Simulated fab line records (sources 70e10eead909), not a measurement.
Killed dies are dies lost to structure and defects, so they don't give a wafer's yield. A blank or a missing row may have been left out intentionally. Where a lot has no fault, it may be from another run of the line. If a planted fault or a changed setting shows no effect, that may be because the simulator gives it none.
fab line records	flow nandHarc
record lots=11	wafers=33	lastDay=24
route steps=1159 shown P_ZERO_WELL@26 P_STI@88 END@1159
lots that met no fault: from a run of the same line without faults
startH: hours from the record's first day to the start of the lot's first wafer shown	waitH: hours from the lot's prior step to this one	" as in the row above	L1.1+2: a single row standing in for several wafers	- value missing, or start not given	* or withheld: withheld	< > ~ a bound
route shown NAME@n: a module of which the file shows steps, and the number in the route of the first	usual: mean and standard deviation over wafers with no fault	same: alike in all rows	chamber/n: place in a boat	sites: the reading at each site	_std_site: standard deviation across them	_edge_site: the outer-site mean with the inner-site mean subtracted	radiusMm: how far each site lies from the wafer's centre	mask NAME#n: copy n	behind: tool/chamber where the wafer was last shaped	hold: cause of the lot's hold/its duration in hours/its outcome	device: whichever transistor did not switch (one of n, p or np)	end of line: the route-end tests of the same wafers	step lacking rows: just its recipe	killed: dies that structure and defects cost at the first sort, which is not the same as the wafer's yield	map: the dies of a wafer, with x for killed, . for not killed, _ for no die there
set.NAME: the setting the step ran with; set.NAME@STEP: the setting that earlier step ran with	model.NAME: the simulator's own value behind a step, which no gauge read
one table for each step of the route and one row for each wafer, over a sample of lots
services: the hour from which a tool's chamber was out of use, counted from the record's first day as startH (under 0 if before that day), plus the number of hours and why
## steps
# step NHARC_P_ZERO_WELL_EXPOSE_21
# recipe na=0.6	targetCdNm=720	doseMj=22.31	maskId=P_NWELL
lot.wafer	tool	chamber	startH	waitH	mask
L482.1+2+3	krfScanner-02	0	14.43	-	P_NWELL#0
L483.1+3+4	krfScanner-04	0	20.48	-	P_NWELL#0
L485.2+5+6	krfScanner-03	0	32.44	-	P_NWELL#0
L488.2+3+4	krfScanner-03	0	50.30	-	P_NWELL#0
L489.1+2+4	krfScanner-02	0	56.43	-	P_HVPW#0
L499.3+4+5	krfScanner-03	0	116.38	-	P_NWELL#0
L501.3+4+5	krfScanner-03	0	128.32	-	P_NWELL#0
L502.3+4+6	krfScanner-04	0	134.43	-	P_NWELL#0
L503.1+4+6	krfScanner-02	0	140.30	-	P_NWELL#0
L504.1+3+4	krfScanner-02	0	146.19	-	P_NWELL#0
L505.1+3+4	krfScanner-02	0	152.37	-	P_NWELL#0
# step NHARC_P_ZERO_WELL_CD_MEAS_24
# recipe targetCdNm=720	landingEnergyEv=500
# usual cdNm=720.5/1.5
# same landingEnergyEv=500
lot.wafer	tool	chamber	startH	waitH	cdNm
L482.1	cdSem-02	0	14.59	-	719.9
L482.2	"	0	"	"	717.4
L482.3	"	0	"	"	718.2
L483.1	cdSem-01	0	20.64	-	718.7
L483.3	"	0	"	"	717.7
L483.4	"	0	"	"	718.1
L485.2	cdSem-02	0	32.60	-	723.7
L485.5	"	0	"	"	720.7
L485.6	"	0	"	"	722.2
L488.2	cdSem-01	0	50.45	-	719.5
L488.3	"	0	"	"	718.5
L488.4	"	0	"	"	719.8
L489.1	cdSem-01	0	56.59	-	-
L489.2	"	0	"	"	-
L489.4	"	0	"	"	-
L499.3	cdSem-01	0	116.53	-	719.2
L499.4	"	0	"	"	720.5
L499.5	"	0	"	"	722.0
L501.3	cdSem-01	0	128.47	-	720.5
L501.4	"	0	"	"	719.7
L501.5	"	0	"	"	721.3
L502.3	cdSem-02	0	134.58	-	720.4
L502.4	"	0	"	"	719.9
L502.6	"	0	"	"	719.6
L503.1	cdSem-01	0	140.46	-	719.7
L503.4	"	0	"	"	720.9
L503.6	"	0	"	"	720.1
L504.1	cdSem-03	0	146.35	-	722.6
L504.3	"	0	"	"	722.0
L504.4	"	0	"	"	721.7
L505.1	cdSem-01	0	152.52	-	723.0
L505.3	"	0	"	"	721.2
L505.4	"	0	"	"	721.2
# step NHARC_P_ZERO_WELL_DESCUM_39
# recipe timeS=3	o2FlowSccm=200	arFlowSccm=0	biasPowerW=0	chemistry=O2
# usual drypumpMotorCurrentA=5.8/0.45	oesProductAu=1.001/0.0078	rfVppV=57.8/0.94	showerheadPlenumPTorr=1.92/0.067	throttleValvePct=11.312/0.0092
lot.wafer	tool	chamber	startH	waitH	drypumpMotorCurrentA	oesProductAu	rfHoursCounterH	rfVppV	showerheadPlenumPTorr	throttleValvePct
L482.2	rieDiel-03	3	16.40	-	6.1	1.011	10.9	58.2	1.95	11.297
L482.3	"	1	"	"	5.0	1.009	9.1	57.7	2.00	11.311
L482.1	"	2	"	"	5.9	1.000	8.2	58.2	1.92	11.324
L483.4	rieDiel-02	2	22.44	-	5.8	1.004	2.5	59.8	1.96	11.311
L483.3	"	3	"	"	5.9	0.994	2.6	58.6	2.03	11.320
L483.1	"	1	"	"	6.4	0.987	2.3	59.0	1.94	11.308
L485.2	rieDiel-03	0	34.44	-	6.1	0.998	12.2	57.0	1.87	11.310
L485.5	"	1	"	"	5.0	0.996	-	57.5	2.00	11.319
L485.6	"	2	"	"	5.8	1.005	-	56.8	1.92	11.318
L488.4	rieDiel-03	1	52.26	-	5.0	0.987	0.1	56.8	2.00	11.319
L488.2	"	2	"	"	5.8	1.004	0.1	58.5	1.92	11.309
L488.3	"	3	"	"	6.1	0.987	0.1	58.5	1.95	11.306
L489.2	rieDiel-02	3	58.29	-	5.9	0.997	4.2	59.1	2.03	11.306
L489.4	"	0	"	"	5.4	0.998	3.2	57.0	1.85	11.319
L489.1	"	1	"	"	6.4	0.991	4.1	57.7	1.94	11.306
L499.4	rieDiel-12	1	118.22	-	5.2	0.999	5.9	58.5	1.94	11.297
L499.3	"	2	"	"	5.4	1.006	5.1	57.4	1.78	11.291
L499.5	"	1	"	"	5.2	1.006	-	57.0	1.94	11.318
L501.3	rieDiel-02	0	130.28	-	5.5	1.007	6.6	60.5	1.85	11.307
L501.4	"	2	"	"	5.8	0.990	8.8	57.6	1.96	11.309
L501.5	"	0	"	"	5.4	1.009	-	59.0	1.85	11.311
L502.3	rieDiel-12	0	136.27	-	6.5	0.995	7.0	56.6	1.85	11.319
L502.4	"	1	"	"	5.2	1.011	6.9	57.3	1.94	11.310
L502.6	"	3	"	"	5.9	1.009	-	56.7	1.94	11.312
L503.4	rieDiel-12	3	142.31	-	6.0	0.994	7.1	58.8	1.94	11.288
L503.1	"	0	"	"	6.4	0.999	7.1	58.0	1.85	11.318
L503.6	"	2	"	"	5.4	0.991	-	57.3	1.78	11.314
L504.3	rieDiel-02	0	148.17	-	5.4	1.003	7.6	57.0	1.85	11.310
L504.4	"	2	"	"	5.8	0.997	9.5	58.2	1.96	11.304
L504.1	"	3	"	"	5.9	0.999	10.8	59.8	2.03	11.308
L505.1	rieDiel-03	2	154.35	-	5.9	1.014	6.5	58.1	1.91	11.312
L505.3	"	3	"	"	6.1	1.003	7.1	58.6	1.95	11.326
L505.4	"	0	"	"	6.1	1.004	7.2	57.3	1.87	11.316
# step NHARC_P_ZERO_WELL_RTA_42
# recipe tempC=1100	timeS=300
# usual annealTempCMax=1105.2/0.91	lampPowerPct=40/3.7	lamp_zone_7_pct=40/3.7	wafer_temp_C_max=1104.6/0.9
lot.wafer	tool	chamber	startH	waitH	annealTempCMax	lampPowerPct	lamp_zone_7_pct	wafer_temp_C_max
L482.1	rtpAnneal-01	0	19.04	-	1105.7	43	43	1104.9
L482.2	"	0	"	"	1103.9	43	43	1104.7
L482.3	"	0	"	"	1105.4	43	43	1102.5
L483.1	rtpAnneal-01	0	25.06	-	1105.4	43	43	1107.7
L483.3	"	0	"	"	1104.1	43	43	1104.8
L483.4	"	0	"	"	1105.1	43	43	1105.3
L485.2	rtpAnneal-01	0	37.15	-	1105.1	43	43	1106.5
L485.5	"	0	"	"	1103.5	43	43	1105.0
L485.6	"	0	"	"	1105.3	43	43	1104.7
L488.2	rtpAnneal-02	0	54.98	-	1105.2	35	36	1103.9
L488.3	"	0	"	"	1106.9	35	35	1105.4
L488.4	"	0	"	"	1106.1	35	36	1104.7
L489.1	rtpAnneal-01	0	60.94	-	1104.7	43	43	1103.7
L489.2	"	0	"	"	1102.6	43	43	1103.9
L489.4	"	0	"	"	1104.2	43	43	1104.0
L499.3	rtpAnneal-02	0	121.10	-	1106.6	35	36	1104.7
L499.4	"	0	"	"	1107.0	35	36	1104.6
L499.5	"	0	"	"	1105.7	35	35	1103.1
L501.3	rtpAnneal-01	0	133.11	-	1105.0	43	43	1103.6
L501.4	"	0	"	"	1105.6	43	43	1104.0
L501.5	"	0	"	"	1105.1	43	43	1104.7
L502.3	rtpAnneal-01	0	139.09	-	1104.1	43	43	1104.9
L502.4	"	0	"	"	1104.1	43	43	1104.8
L502.6	"	0	"	"	1104.9	43	43	1106.0
L503.1	rtpAnneal-02	0	144.93	-	1107.0	35	35	1105.2
L503.4	"	0	"	"	1105.2	35	36	1103.9
L503.6	"	0	"	"	1105.7	35	36	1105.0
L504.1	rtpAnneal-02	0	150.95	-	1106.0	35	36	1104.6
L504.3	"	0	"	"	1106.2	35	36	1106.5
L504.4	"	0	"	"	1105.8	35	36	1105.4
L505.1	rtpAnneal-02	0	156.97	-	1105.7	35	35	1104.0
L505.3	"	0	"	"	1105.4	35	35	1104.3
L505.4	"	0	"	"	1105.6	35	35	1104.5
# step NHARC_P_STI_ETCH_42
# recipe targetDepthA=800	overetchA=240	timeS=61	ionEnergyEv=200	n2FlowSccm=150	h2FlowSccm=150	arFlowSccm=0	rfW=400	biasW=150	chemistry=N2/H2
# usual drypumpMotorCurrentA=5.7/0.35	oesProductAu=0.999/0.007	rfFwdPowerW=396.1/1.5	rfVppV=429.5/2.2	showerheadPlenumPTorr=2.00/0.072	throttleValvePct=14.172/0.009
lot.wafer	tool	chamber	startH	waitH	drypumpMotorCurrentA	oesProductAu	rfFwdPowerW	rfHoursCounterH	rfVppV	showerheadPlenumPTorr	throttleValvePct
L482.2	rieDiel-10	1	37.92	0.1	6.2	1.011	396.5	1.1	432.4	2.10	14.171
L482.3	"	2	"	"	6.5	1.000	394.1	1.2	430.2	2.00	14.166
L482.1	"	3	"	"	5.9	0.993	396.8	1.3	431.1	2.04	14.151
L483.1	rieDiel-01	2	38.21	0.2	5.7	0.995	395.4	1.6	430.1	2.02	14.185
L483.3	"	3	"	"	5.5	0.993	396.8	1.4	428.7	1.98	14.177
L483.4	"	0	"	"	5.5	1.000	396.0	1.7	426.0	1.93	14.179
L485.2	rieDiel-01	1	51.06	0.1	5.5	0.999	396.7	2.1	430.1	2.04	14.167
L485.5	"	3	"	"	5.4	0.998	394.3	-	429.8	1.98	14.164
L485.6	"	0	"	"	5.5	1.003	397.9	-	429.3	1.93	14.165
L488.4	rieDiel-01	1	74.04	0.1	5.5	0.997	396.1	2.9	429.9	2.04	14.169
L488.3	"	2	"	"	5.7	1.001	396.6	2.8	429.4	2.02	14.190
L488.2	"	0	"	"	5.5	1.011	396.4	2.9	427.1	1.93	14.153
L499.4	rieDiel-06	0	141.94	0.1	6.3	0.989	396.6	4.8	425.7	1.92	14.181
L499.3	"	2	"	"	5.9	0.994	394.6	4.8	426.6	1.90	14.165
L499.5	"	0	"	"	6.3	1.001	398.2	-	426.2	1.92	14.167
L501.4	rieDiel-01	3	149.48	0.1	5.4	0.993	395.6	0.1	429.4	1.98	14.172
L501.3	"	1	"	"	5.5	0.990	395.4	0.1	430.6	2.04	14.186
L501.5	"	3	"	"	5.5	0.988	394.2	-	429.4	1.98	14.170
L502.3	rieDiel-06	1	155.30	0.1	5.2	0.998	397.1	5.6	426.1	1.91	14.159
L502.4	"	2	"	"	5.9	0.993	391.5	5.9	428.4	1.90	14.182
L502.6	"	1	"	"	5.2	0.999	397.9	-	427.6	1.91	14.173
L503.4	rieDiel-06	2	161.28	0.1	5.9	1.006	393.4	6.3	427.8	1.90	14.176
L503.1	"	3	"	"	5.5	1.009	396.1	6.5	433.7	2.15	14.178
L503.6	"	3	"	"	5.4	1.010	397.8	-	433.5	2.15	14.155
L504.1	rieDiel-01	0	170.12	0.1	5.5	1.000	397.2	0.6	427.1	1.93	14.162
L504.4	"	1	"	"	5.5	0.994	395.2	0.7	431.5	2.04	14.153
L504.3	"	2	"	"	5.7	0.997	397.0	0.6	429.5	2.02	14.180
L505.3	rieDiel-01	3	170.28	0.1	5.5	1.012	396.1	0.6	429.6	1.98	14.169
L505.1	"	0	"	"	5.5	1.008	396.9	0.7	424.9	1.93	14.169
L505.4	"	2	"	"	5.7	0.997	396.0	0.7	429.1	2.02	14.166
# step NHARC_END_SORT_01
# recipe tempC=25
# usual killedAtArray=27/10	killedAtOther=0.6/1	killedAtPeriphery=3.4/2.7	killedDies=31/9.7	killedOpen=3.4/1.7	killedShort=2.2/1.5
# same grossDies=677
lot.wafer	tool	chamber	startH	waitH	killedAtArray	killedAtOther	killedAtPeriphery	killedDies	killedOpen	killedShort
L482.1	prober-01	0	428.51	2.5	30	1	3	34	5	1
L482.2	prober-01	0	429.32	2.8	33	4	1	38	2	2
L482.3	prober-01	0	430.13	3.1	33	1	1	35	3	0
L489.1	prober-02	0	473.88	2.5	8	1	668	677	3	0
L489.2	prober-02	0	474.69	2.8	17	0	660	677	3	5
L489.4	prober-02	0	476.30	3.4	18	0	659	677	8	5
L499.3	prober-01	0	572.28	3.1	52	0	2	54	5	6
L499.4	prober-01	0	573.07	3.4	39	1	1	41	1	3
L499.5	prober-01	0	573.86	3.7	52	0	2	54	2	4
# killed by level:class
L482.1 A_CHANNEL_HOLE_D1:chamberFilmFlake=11 A_SLIT:chamberFilmFlake=6 A_SGD_CUT:chamberFilmFlake=3 A_CONTACT:geometricParticle:open=2 A_M0:geometricParticle:open=2 P_STI:chamberFilmFlake=2 A_CONTACT:chamberFilmFlake=2 A_WL_FILL:geometricParticle:open=1
L482.2 A_CHANNEL_HOLE_D1:chamberFilmFlake=12 A_SLIT:chamberFilmFlake=7 A_CONTACT:chamberFilmFlake=4 THIN_TSV:chamberFilmFlake=4 A_STAIRCASE:chamberFilmFlake=3 A_SGD_CUT:chamberFilmFlake=3 A_CONTACT:geometricParticle:open=2 A_WL_FILL:geometricParticle:short=1
L482.3 A_CHANNEL_HOLE_D1:chamberFilmFlake=12 A_SLIT:chamberFilmFlake=8 A_SGD_CUT:chamberFilmFlake=5 A_CONTACT:chamberFilmFlake=3 A_ONON_D1:geometricParticle:open=2 A_M1:geometricParticle:open=1 P_GATE:chamberFilmFlake=1 A_ZERO_WELL:chamberFilmFlake=1
L489.1 P_ZERO_WELL:areaExpose=666 A_STAIRCASE:chamberFilmFlake=4 A_WL_FILL:geometricParticle:open=1 A_BLC:geometricParticle:open=1 A_M0:geometricParticle:open=1 P_CONTACT:chamberFilmFlake=1 P_M0:chamberFilmFlake=1 A_WL_FILL:chamberFilmFlake=1
L489.2 P_ZERO_WELL:areaExpose=659 A_CHANNEL_HOLE_D1:chamberFilmFlake=4 A_ONON_D1:geometricParticle:short=3 A_M1:chamberFilmFlake=2 A_SOURCE_PLATE:geometricParticle:open=1 A_SOURCE_PLATE:geometricParticle:short=1 A_CHANNEL_FILL_D1:geometricParticle:open=1 A_WL_FILL:geometricParticle:short=1
L489.4 P_ZERO_WELL:areaExpose=654 A_CHANNEL_HOLE_D1:chamberFilmFlake=5 A_ONON_D1:geometricParticle:open=3 A_CHANNEL_FILL_D1:geometricParticle:short=2 P_ZERO_WELL:chamberFilmFlake=2 P_M0:geometricParticle:open=1 P_M2:geometricParticle:open=1 A_SOURCE_PLATE:geometricParticle:open=1
L499.3 A_CHANNEL_HOLE_D1:chamberFilmFlake=16 A_SLIT:chamberFilmFlake=16 A_CONTACT:chamberFilmFlake=5 A_BLC:geometricParticle:open=3 A_ONON_D1:geometricParticle:short=2 A_CHANNEL_FILL_D1:geometricParticle:short=2 A_CONTACT:geometricParticle:open=2 A_STAIRCASE:chamberFilmFlake=2
L499.4 A_CHANNEL_HOLE_D1:chamberFilmFlake=18 A_SLIT:chamberFilmFlake=12 A_CONTACT:chamberFilmFlake=4 A_CHANNEL_FILL_D1:geometricParticle:open=1 A_CHANNEL_FILL_D1:geometricParticle:short=1 A_M0:geometricParticle:short=1 STARTING-WAFER:geometricParticle:short=1 P_M1:chamberFilmFlake=1
L499.5 A_CHANNEL_HOLE_D1:chamberFilmFlake=24 A_CONTACT:chamberFilmFlake=10 A_SLIT:chamberFilmFlake=9 A_STAIRCASE:chamberFilmFlake=2 A_ONON_D1:geometricParticle:short=1 A_CHANNEL_FILL_D1:geometricParticle:short=1 A_CHANNEL_FILL_D1:geometricParticle:open=1 A_STAIRCASE:geometricParticle:short=1
## services
tool	chamber	startH	hours	kind
krfScanner-04	-	-7.58	0.8	repair
krfScanner-03	-	-4.00	4.0	pm
rieDiel-03	-	4.40	4.2	repair
rieDiel-03	-	8.95	2.2	repair
krfScanner-02	-	19.61	0.3	repair
rieDiel-01	3	19.86	5.4	repair
krfScanner-03	-	23.23	0.7	repair
rieDiel-12	-	25.40	9.0	pm
krfScanner-02	-	38.00	4.0	pm
rieDiel-03	-	38.40	9.0	pm
krfScanner-02	-	42.09	0.4	repair
rieDiel-03	2	58.16	3.6	repair
rieDiel-06	-	64.25	9.0	pm
rieDiel-02	2	64.27	16.2	repair
rieDiel-02	0	87.87	21.5	repair
rieDiel-03	2	107.75	3.3	repair
rieDiel-12	2	113.53	3.2	repair
krfScanner-04	-	126.00	4.0	pm
rieDiel-12	0	130.88	4.4	repair
krfScanner-04	-	130.95	1.3	repair
rieDiel-01	-	137.80	9.0	pm
rieDiel-02	-	150.73	9.0	pm
rieDiel-02	3	161.05	3.9	repair
krfScanner-03	-	168.00	4.0	pm
## key
firstSign step=NHARC_P_ZERO_WELL_EXPOSE_21	reading=mask	direction=changed
effect step=NHARC_P_ZERO_WELL_CD_MEAS_24	reading=cdNm	direction=missing
effect step=NHARC_END_SORT_01	reading=killedAtPeriphery	direction=up	sigmas=99+	usual=3.4	struck=662.3
moreKillsBornAt NHARC_P_ZERO_WELL_EXPOSE_21@krfScanner-02=1979
metAt NHARC_P_ZERO_WELL_EXPOSE_21
struckLots L489
laterRowsLeftOut L489.1,L489.2,L489.4
testerLeftOut L489
notActingAt NHARC_P_ZERO_WELL_DESCUM_39,NHARC_P_ZERO_WELL_RTA_42,NHARC_P_STI_ETCH_42
onsetBetween 14.43 56.43
fault kind=wrongMask	tool=any	chamber=-	onsetH=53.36	steps=NHARC_P_ZERO_WELL_EXPOSE_21	auxCopy=P_HVPW#0	scope=struckLotsOnly
# testerLeftOut: of these lots the tester's yield and bins aren't shown, on N5 and GAA mostly nor the transistor test; their killed dies are dies lost to structure and defects alone, not to doping, threshold or leakage, so they don't give the yield
# laterRowsLeftOut: the simulator's readings of these wafers behind a module that went badly wrong aren't trusted and aren't shown, but for the sort
